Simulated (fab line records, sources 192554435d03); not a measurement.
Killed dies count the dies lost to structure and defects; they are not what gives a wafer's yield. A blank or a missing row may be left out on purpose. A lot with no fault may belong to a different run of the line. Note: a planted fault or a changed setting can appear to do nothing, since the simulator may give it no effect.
Which tool was responsible? -- flow n5-finfet -- 7 lots, 19 wafers sampled, at 8 steps of a route of 1938

== WHAT THE GAUGES READ, wafer by wafer ==
N5_BEOL_M13_OCD_MEAS_35. Usual: trench-depth-nm 414 nm, standard deviation 5.5.
lot,measured,on,trench-depth-nm (nm),flag
L764,day 10 15:41,ocd-02,411 422 408,
L765,day 10 16:19,ocd-01,413 404 404,
L769,day 11 20:10,ocd-01,410 417 414,
L783,day 16 00:20,ocd-02,406 309,OFF
L782,day 16 15:43,ocd-01,308 406,OFF
L785,day 16 20:58,ocd-02,412 417 415,
L786,day 17 05:23,ocd-01,414 410 412,

N5_BEOL_M13_THK_MEAS_50: measures by xrf. Usual: M13_THK typically reads 426 nm, with standard deviation 6.5.
lot,measured,on,M13_THK (nm),flag
L764,day 10 20:13,film-metro-02,422 433 420,
L765,day 10 21:14,film-metro-02,428 417 415,
L769,day 11 22:43,film-metro-01,427 429 426,
L783,day 16 03:10,film-metro-01,411 314,OFF
L782,day 16 19:38,film-metro-02,317 415,OFF
L785,day 17 01:12,film-metro-02,426 432 427,
L786,day 17 09:22,film-metro-01,419 416 422,

N5_BEOL_M13_RS_MEAS_54: measures by four-point-probe. Usual: M13_RS typically reads 0.0449 ohm/sq, with standard deviation 0.00062.
lot,measured,on,M13_RS (ohm/sq),flag
L764,day 10 20:21,film-metro-01,0.0454 0.0442 0.0456,
L765,day 10 21:22,film-metro-01,0.0448 0.0460 0.0461,
L769,day 11 22:50,film-metro-02,0.0451 0.0446 0.0448,
L783,day 16 03:17,film-metro-01,0.0461 0.0612,OFF
L782,day 16 19:46,film-metro-02,0.0606 0.0457,OFF
L785,day 17 01:20,film-metro-01,0.0451 0.0443 0.0448,
L786,day 17 09:29,film-metro-02,0.0450 0.0455 0.0449,

N5_BEOL_M15_RC_MEAS_101. Usual: etest-temp-c 25.00 C, standard deviation 0.1; COMB_M10 1.43e-11 S/m, standard deviation 2.9e-12; COMB_M10_max_site 2.1e-11 S/m, standard deviation 4.7e-12; COMB_M11 1.43e-11 S/m, standard deviation 2.9e-12; COMB_M12 6.5e-12 S/m, standard deviation 1.3e-12; COMB_M14 3.8e-12 S/m, standard deviation 6.9e-13; COMB_M15 2.6e-12 S/m, standard deviation 6.2e-13; COMB_M5 3.5e-11 S/m, standard deviation 7.7e-12; COMB_M6 2.5e-11 S/m, standard deviation 4.4e-12; COMB_M7 2.6e-11 S/m, standard deviation 5.1e-12; COMB_M8 2.6e-11 S/m, standard deviation 5.2e-12; COMB_M9 1.46e-11 S/m, standard deviation 2.8e-12; SERP_M10 3.08 ohm/um, standard deviation 0.11; SERP_M11 3.01 ohm/um, standard deviation 0.091; SERP_M12 0.637 ohm/um, standard deviation 0.022; SERP_M13 0.306 ohm/um, standard deviation 0.0061; SERP_M13_max_site 0.310 ohm/um, standard deviation 0.0063; SERP_M14 0.160 ohm/um, standard deviation 0.0056; SERP_M5 38.8 ohm/um, standard deviation 2.2; SERP_M6 13.5 ohm/um, standard deviation 0.65; SERP_M7 13.6 ohm/um, standard deviation 0.67; SERP_M8 13.5 ohm/um, standard deviation 0.72; SERP_M9 3.10 ohm/um, standard deviation 0.088.
lot,measured,on,etest-temp-c (C),COMB_M10 (S/m),COMB_M10_max_site (S/m),COMB_M11 (S/m),COMB_M12 (S/m),COMB_M14 (S/m),COMB_M15 (S/m),COMB_M5 (S/m),COMB_M6 (S/m),COMB_M7 (S/m),COMB_M8 (S/m),COMB_M9 (S/m),SERP_M10 (ohm/um),SERP_M11 (ohm/um),SERP_M12 (ohm/um),SERP_M13 (ohm/um),SERP_M13_max_site (ohm/um),SERP_M14 (ohm/um),SERP_M5 (ohm/um),SERP_M6 (ohm/um),SERP_M7 (ohm/um),SERP_M8 (ohm/um),SERP_M9 (ohm/um),flag
L764,day 11 09:26,prober-02,25.15 24.86 25.03,1.2e-11 1.74e-11 1.78e-11,1.9e-11 2.2e-11 2.3e-11,1.38e-11 1.37e-11 2.01e-11,5e-12 5.9e-12 5.9e-12,4.3e-12 3.3e-12 4.4e-12,1.8e-12 3e-12 2.2e-12,5e-11 2.9e-11 4.7e-11,2.2e-11 2.2e-11 2.7e-11,2.1e-11 2.6e-11 2.5e-11,2.4e-11 2.2e-11 3.1e-11,1.23e-11 1.41e-11 1.45e-11,2.88 2.79 3.09,2.92 3.01 2.95,0.613 0.665 0.641,0.310 0.304 0.308,0.315 0.307 0.309,0.156 0.158 0.164,38.8 37.5 36.7,13.8 12.5 13.7,13.5 14.1 12.8,14.8 14.1 13.6,2.98 3.04 3.06,
L765,day 11 14:20,prober-01,25.04 25.01 25.01,1.24e-11 1.72e-11 1.32e-11,1.8e-11 2.7e-11 2.2e-11,1.81e-11 1.46e-11 1.46e-11,8.2e-12 8.1e-12 4.3e-12,3.5e-12 4.6e-12 3.3e-12,2.3e-12 3.1e-12 2.3e-12,4e-11 2.4e-11 2.4e-11,2.4e-11 2.5e-11 2.3e-11,2e-11 2e-11 2.4e-11,2.7e-11 3.1e-11 2e-11,1.43e-11 1.32e-11 1.42e-11,3.09 3.07 3.19,3.11 2.98 3.05,0.674 0.642 0.672,0.303 0.308 0.308,0.307 0.309 0.311,0.170 0.159 0.163,40.3 37.5 41.4,14.2 13.5 13.7,13.7 14.3 13.8,14.4 13.7 15.1,3.14 3.13 3.10,
L769,day 12 10:10,prober-02,24.76 24.89 24.90,1.18e-11 1.08e-11 1.3e-11,1.8e-11 1.5e-11 1.8e-11,1.07e-11 2.27e-11 1.17e-11,6.7e-12 7.3e-12 6.7e-12,4e-12 3.3e-12 3.2e-12,3.3e-12 2.4e-12 3e-12,3e-11 3.6e-11 3.4e-11,2.6e-11 2.1e-11 2.7e-11,2.1e-11 2.2e-11 2.1e-11,2.5e-11 2.7e-11 2.8e-11,1.75e-11 1.62e-11 1.5e-11,3.16 3.00 3.10,3.10 3.08 3.06,0.624 0.596 0.637,0.303 0.312 0.303,0.306 0.313 0.305,0.162 0.162 0.157,37.6 39.6 36.2,13.2 14.6 13.7,13.2 13.9 13.3,13.4 14.2 13.7,3.13 3.17 3.23,
L783,day 16 20:01,prober-02,25.14 24.93,1.26e-11 1.03e-11,1.7e-11 1.7e-11,1.41e-11 1.16e-11,7.3e-12 7.3e-12,4.2e-12 4.2e-12,2.6e-12 1.8e-12,3.2e-11 2.3e-11,2.1e-11 1.9e-11,3.3e-11 2.8e-11,3.5e-11 3.1e-11,1.66e-11 1.32e-11,3.03 2.81,2.99 2.83,0.629 0.641,0.313 0.420,0.316 0.428,0.163 0.163,38.5 39.0,14.4 13.8,13.7 13.6,12.3 12.0,3.07 3.00,OFF
L782,day 17 11:06,prober-01,25.00 25.07,1.54e-11 1.04e-11,2.6e-11 2.3e-11,2.09e-11 1.27e-11,4.5e-12 4.6e-12,5.1e-12 4.1e-12,1.9e-12 2.6e-12,3.3e-11 2.7e-11,3e-11 3.2e-11,3.2e-11 3.3e-11,2.8e-11 3.2e-11,1.41e-11 1.31e-11,3.18 3.08,2.98 2.97,0.628 0.650,0.417 0.314,0.420 0.316,0.158 0.163,36.0 36.8,13.5 13.2,12.7 13.2,14.1 12.5,3.04 3.04,OFF
L785,day 17 13:02,prober-02,24.88 25.06 24.98,1.86e-11 1.63e-11 1.69e-11,2.2e-11 2.2e-11 2.7e-11,1.34e-11 1.03e-11 1.41e-11,6.2e-12 5.1e-12 9e-12,4.9e-12 4e-12 3.4e-12,2.4e-12 2.6e-12 2.1e-12,2.8e-11 3e-11 2.1e-11,2.1e-11 2.3e-11 2.7e-11,2.7e-11 3e-11 2.2e-11,3e-11 3.5e-11 2.6e-11,1.4e-11 1.22e-11 1.23e-11,2.92 3.08 3.12,2.98 2.86 2.86,0.657 0.641 0.655,0.302 0.309 0.313,0.306 0.314 0.317,0.159 0.147 0.157,46.3 39.4 40.3,13.7 14.4 13.9,15.5 14.5 14.6,13.9 13.4 13.7,2.97 3.00 3.01,
L786,day 17 21:58,prober-01,25.01 25.07 24.81,1.26e-11 1.3e-11 1.62e-11,1.6e-11 2.6e-11 2e-11,1.2e-11 1.7e-11 1.19e-11,5.4e-12 6.3e-12 6.9e-12,3.9e-12 2.7e-12 4.2e-12,2.2e-12 2.1e-12 1.8e-12,2.9e-11 3.7e-11 3e-11,3.1e-11 3.1e-11 3.1e-11,2.6e-11 1.6e-11 2.4e-11,2.2e-11 2.6e-11 2.4e-11,1.58e-11 1.01e-11 1.35e-11,3.08 3.17 3.24,3.04 3.09 2.96,0.625 0.630 0.606,0.300 0.306 0.308,0.305 0.309 0.313,0.161 0.159 0.162,37.6 39.2 38.6,13.8 14.0 14.4,13.4 13.9 12.8,13.7 13.2 13.1,3.20 3.13 3.10,

== TOOL THAT RAN EACH LOT (tool first, then ch and the chambers of the sampled wafers, then the start) ==
lot,N5_BEOL_M13_DESCUM_15,N5_BEOL_M13_ETCH_59,N5_BEOL_M13_TRENCH_ETCH_34,N5_BEOL_M13_ETCH_38
L764,"rie-diel-03 ch 0,3, day 10 14:10","rie-diel-03 ch 0,3, day 10 14:12","rie-diel-01 ch 0,2,3, day 10 15:31","rie-diel-01 ch 1,2,3, day 10 18:27"
L765,"rie-diel-01 ch 1,2, day 10 14:19","rie-diel-01 ch 1,2, day 10 14:20","rie-diel-01 ch 0,2,3, day 10 16:08","rie-diel-01 ch 0,1,3, day 10 18:41"
L769,"rie-diel-03 ch 0,1,3, day 11 18:38","rie-diel-03 ch 0,1,3, day 11 18:41","rie-diel-02 ch 0,1,3, day 11 20:00","rie-diel-02 ch 0,1,3, day 11 21:15"
L783,"rie-diel-01 ch 1,2, day 15 22:23","rie-diel-01 ch 1,2, day 15 22:25","rie-diel-01 ch 0,3, day 16 00:09","rie-diel-02 ch 0,3, day 16 01:26"
L782,"rie-diel-03 ch 2, day 16 14:04","rie-diel-03 ch 2, day 16 14:06","rie-diel-01 ch 0,1, day 16 15:32","rie-diel-03 ch 0,2, day 16 17:47"
L785,"rie-diel-03 ch 0,1, day 16 19:15","rie-diel-03 ch 0,1, day 16 19:17","rie-diel-02 ch 0,1,2, day 16 20:47","rie-diel-02 ch 0,2, day 16 23:42"
L786,"rie-diel-01 ch 2,3, day 17 03:35","rie-diel-01 ch 2,3, day 17 03:37","rie-diel-02 ch 2,3, day 17 05:13","rie-diel-01 ch 0,2, day 17 07:51"
- N5_BEOL_M13_DESCUM_15: chemistry O2, time 7.9 s.
- N5_BEOL_M13_ETCH_59: etches BARC in N2/H2, target depth 89 nm, overetch 26.7 nm, time 67.9 s.
- N5_BEOL_M13_TRENCH_ETCH_34: etches SiOC in C4F8/O2/Ar, target depth 413.47 nm, time 162.6 s.
- N5_BEOL_M13_ETCH_38: etches SiCN in CF4/N2, target depth 67.5 nm, time 71.9 s.

== AS READ BY THE TOOLS THEMSELVES (means over the sampled wafers that have a number; for cases with no such wafer, the mark the record gives instead) ==
N5_BEOL_M13_DESCUM_15. Usual: drypump-motor-current-A 5.7 A, standard deviation 0.46; oes-product-au 0.80 a.u., standard deviation 0.11; rf-vpp-V 243.1 V, standard deviation 1.4; showerhead-plenum-p-Torr 2.10 Torr, standard deviation 0.072; throttle-valve-pct 20.51 %, standard deviation 0.29.
lot,tool,drypump-motor-current-A (A),oes-product-au (a.u.),rf-vpp-V (V),showerhead-plenum-p-Torr (Torr),throttle-valve-pct (%),flag
L764,rie-diel-03,5.2,0.72,243.1,2.09,20.68,
L765,rie-diel-01,6.3,0.68,242.1,2.01,20.41,
L769,rie-diel-03,5.5,0.72,242.4,2.07,20.77,
L783,rie-diel-01,6.2,0.92,243.6,2.15,20.27,
L782,rie-diel-03,5.2,0.93,243.7,2.13,20.30,
L785,rie-diel-03,5.7,0.78,242.6,2.04,20.74,
L786,rie-diel-01,6.0,0.83,242.2,2.10,20.74,

N5_BEOL_M13_ETCH_59. Usual: drypump-motor-current-A 5.7 A, standard deviation 0.46; oes-product-au 0.68 a.u., standard deviation 0.09; rf-vpp-V 524.0 V, standard deviation 2.6; showerhead-plenum-p-Torr 2.54 Torr, standard deviation 0.083; throttle-valve-pct 17.9 %, standard deviation 0.32.
lot,tool,drypump-motor-current-A (A),oes-product-au (a.u.),rf-vpp-V (V),showerhead-plenum-p-Torr (Torr),throttle-valve-pct (%),flag
L764,rie-diel-03,5.3,0.61,523.8,2.56,18.2,
L765,rie-diel-01,6.3,0.59,521.9,2.42,17.8,
L769,rie-diel-03,5.4,0.61,523.1,2.52,18.3,
L783,rie-diel-01,6.2,0.79,525.6,2.58,17.6,
L782,rie-diel-03,5.3,0.78,525.1,2.57,17.6,
L785,rie-diel-03,5.7,0.66,521.9,2.48,18.2,
L786,rie-diel-01,6.0,0.71,523.0,2.51,18.0,

N5_BEOL_M13_TRENCH_ETCH_34. Usual: drypump-motor-current-A 5.8 A, standard deviation 0.5; oes-product-au 0.80 a.u., standard deviation 0.1; rf-vpp-V 666 V, standard deviation 3.5; showerhead-plenum-p-Torr 3.44 Torr, standard deviation 0.13; throttle-valve-pct 24.21 %, standard deviation 0.28.
lot,tool,drypump-motor-current-A (A),oes-product-au (a.u.),rf-vpp-V (V),showerhead-plenum-p-Torr (Torr),throttle-valve-pct (%),flag
L764,rie-diel-01,5.9,0.75,667,3.45,24.34,
L765,rie-diel-01,6.0,0.75,667,3.45,24.34,
L769,rie-diel-02,5.6,0.79,665,3.46,24.21,
L783,rie-diel-01,6.1,0.74,668,3.48,24.26,
L782,rie-diel-01,6.0,0.85,668,3.53,23.85,
L785,rie-diel-02,5.7,0.80,666,3.44,24.06,
L786,rie-diel-02,5.6,0.87,672,3.59,23.84,

N5_BEOL_M13_ETCH_38. Usual: drypump-motor-current-A 5.7 A, standard deviation 0.47; oes-product-au 0.81 a.u., standard deviation 0.11; rf-vpp-V 382.5 V, standard deviation 2.1; showerhead-plenum-p-Torr 2.21 Torr, standard deviation 0.078; throttle-valve-pct 15.44 %, standard deviation 0.26.
lot,tool,drypump-motor-current-A (A),oes-product-au (a.u.),rf-vpp-V (V),showerhead-plenum-p-Torr (Torr),throttle-valve-pct (%),flag
L764,rie-diel-01,6.3,0.70,381.4,2.18,15.65,
L765,rie-diel-01,6.2,0.75,382.4,2.21,15.41,
L769,rie-diel-02,5.6,0.79,383.4,2.22,15.31,
L783,rie-diel-02,5.4,0.79,382.4,2.22,15.31,
L782,rie-diel-03,5.4,0.94,383.9,2.25,15.39,
L785,rie-diel-02,5.4,0.81,382.2,2.21,15.29,
L786,rie-diel-01,5.6,0.82,382.3,2.20,15.36,

== THE ANSWER, worked out from the rows above alone ==
Rule: a lot is off if the mean of its wafers that have a number lies more than 3 standard deviations from the usual mean. Also off: a lot with no number at a reading for which 4 or more lots have one. The other lots that the step has rows for count as sound. First the gauges in route order, then the tools' own readings, where a lot's mean is used as printed above. The first step at which some lot is off is used, and at that step the reading that is off furthest; a lot without a number counts as furthest.
Off at N5_BEOL_M13_OCD_MEAS_35 (trench-depth-nm): L783, L782.
If a tool, at a process step before that reading, ran all the lots that are off and no sound lot after the first of them, it fits. The gauges at N5_BEOL_M13_OCD_MEAS_35 aren't tried: what is off there is off at N5_BEOL_M13_THK_MEAS_50 too, on other tools, and a gauge's error can't cause that. One candidate fits, namely rie-diel-01 at N5_BEOL_M13_TRENCH_ETCH_34. Its last sound lot is L765 (day 10 16:08), its first lot that is off L783 (day 16 00:09): a fault that began between those two fits.

== WHAT HAD BEEN PUT IN BY THE SIMULATOR ==
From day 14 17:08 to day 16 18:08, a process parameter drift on rie-diel-01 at N5_BEOL_M13_TRENCH_ETCH_34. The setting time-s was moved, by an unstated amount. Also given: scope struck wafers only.
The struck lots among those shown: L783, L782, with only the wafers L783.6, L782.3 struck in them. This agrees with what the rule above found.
